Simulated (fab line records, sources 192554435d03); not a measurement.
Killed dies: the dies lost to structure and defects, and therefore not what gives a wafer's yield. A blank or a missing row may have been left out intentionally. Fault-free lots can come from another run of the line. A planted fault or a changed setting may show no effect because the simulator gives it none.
Split-lot trial    flow n5Finfet    39 wafers read from 7 lots, route of 1938 steps

## THE SPLIT ITSELF
At N5_DUMMY_GATE_ETCH_42 (etches SiO2 in CHF3/O2, target depth 3.5 nm, time 31 s), the setting biasW was moved away from the recipe's 12 W on 12 of the 39 wafers read, by -13.8% to +12.4%. This setting was run at the recipe's value on the other wafers.

Reading taken at the split's own step.

## THE READING
rfVppV, in V, at N5_DUMMY_GATE_ETCH_42 (etches SiO2 in CHF3/O2, target depth 3.5 nm, time 31 s). Typical for fault-free wafers on this fab line: 42.2 V, with standard deviation 0.89 V.

wafer   tool, chamber at the split  biasW as run, W  against the recipe  rfVppV, V  against lot-mates on the recipe
L075.1  rieDiel-04, 0               13.49            +12.4%              47.4       +5.5
L075.2  rieDiel-04, 2               12               recipe              41.5       -
L075.3  rieDiel-04, 3               13.49            +12.4%              46.5       +4.6
L075.4  rieDiel-04, 1               12               recipe              42.9       -
L075.5  rieDiel-04, 0               12               recipe              41.2       -
L075.6  rieDiel-04, 1               13.49            +12.4%              47.7       +5.8
L085.1  rieDiel-03, 3               13.21            +10.1%              45.1       +3.9
L085.2  rieDiel-03, 1               12               recipe              41.8       -
L085.3  rieDiel-03, 2               12               recipe              40.5       -
L085.4  rieDiel-03, 0               13.21            +10.1%              44.5       +3.3
L085.5  rieDiel-03, 3               12               recipe              41.4       -
L085.6  rieDiel-03, 2               13.21            +10.1%              42.7       +1.5
L089.1  rieDiel-04, 2               12               recipe              41.9       -
L089.2  rieDiel-04, 1               12               recipe              43.9       -
L089.3  rieDiel-04, 0               12               recipe              42.6       -
L089.4  rieDiel-04, 0               12               recipe              42.6       -
L089.5  rieDiel-04, 2               12               recipe              42.2       -
L089.6  rieDiel-04, 1               12               recipe              42.3       -
L090.1  rieDiel-03, 3               12               recipe              40.6       -
L090.2  rieDiel-03, 1               12               recipe              42.8       -
L090.3  rieDiel-03, 0               12               recipe              41.6       -
L090.4  rieDiel-03, 2               12               recipe              42.4       -
L090.5  rieDiel-03, 1               12               recipe              41.9       -
L090.6  rieDiel-03, 0               12               recipe              40.6       -
L092.1  rieDiel-04, 2               12               recipe              42.5       -
L092.2  rieDiel-04, 0               12               recipe              41.3       -
L092.3  rieDiel-04, 1               12.75            +6.2%               43.7       +1.9
L092.4  rieDiel-04, 0               12.75            +6.2%               45.2       +3.4
L092.5  rieDiel-04, 1               12.75            +6.2%               45.7       +3.9
L092.6  rieDiel-04, 2               12               recipe              41.5       -
L094.1  rieDiel-03, 3               10.34            -13.8%              39.3       -2.8
L094.2  rieDiel-03, 2               10.34            -13.8%              37.9       -4.2
L094.3  rieDiel-03, 0               12               recipe              41.9       -
L094.4  rieDiel-03, 3               12               recipe              42.0       -
L094.5  rieDiel-03, 2               12               recipe              42.4       -
L094.6  rieDiel-03, 0               10.34            -13.8%              38.5       -3.6
L095.1  rieDiel-03, 0               12               recipe              43.2       -
L095.2  rieDiel-03, 2               12               recipe              42.8       -
L095.4  rieDiel-03, 1               12               recipe              42.6       -

FIT RESULTS
A straight line over all 39 wafers: rfVppV changes by +0.305 V for each +1% of biasW; r = +0.88; the points scatter about the line by 0.99 V.
The same after taking each lot's own level away (the mean of its wafers on the recipe; 39 wafers): +0.329 V for each +1%; r = +0.92; scatter 0.86 V.
The reading moves by 4.6 V for the largest change in biasW, on that fit.
The span of the lots' own levels, 41.23 to 42.87 V, comes to 1.8 times the standard deviation stated above.
Consequently the slope shifts little with the lot-to-lot level, the two slopes agreeing.
Check: -4.68 V against its lot-mates is what the line predicts for one of the wafers moved furthest among these (-13.8%) when that wafer is left out of the fit. It came out at -2.8 V against them.
Tool readings at the split's step, against how far the setting was moved: rfVppV r = +0.88.

## OTHER SPLITS ON THESE WAFERS
Note: prior to the reading, these wafers also went through further splits. Each is held against what the fit with the lots' levels taken away leaves over:
other split on the same wafers  wafers away from the commonest value  r with rfVppV (lot level and that fit taken away)
N5_FIN_CUT_ETCH_21 biasW        12                                    -0.12

## FILE'S OWN FIT
rfVppV changes by +0.337 V for each +1% of biasW, r = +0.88.
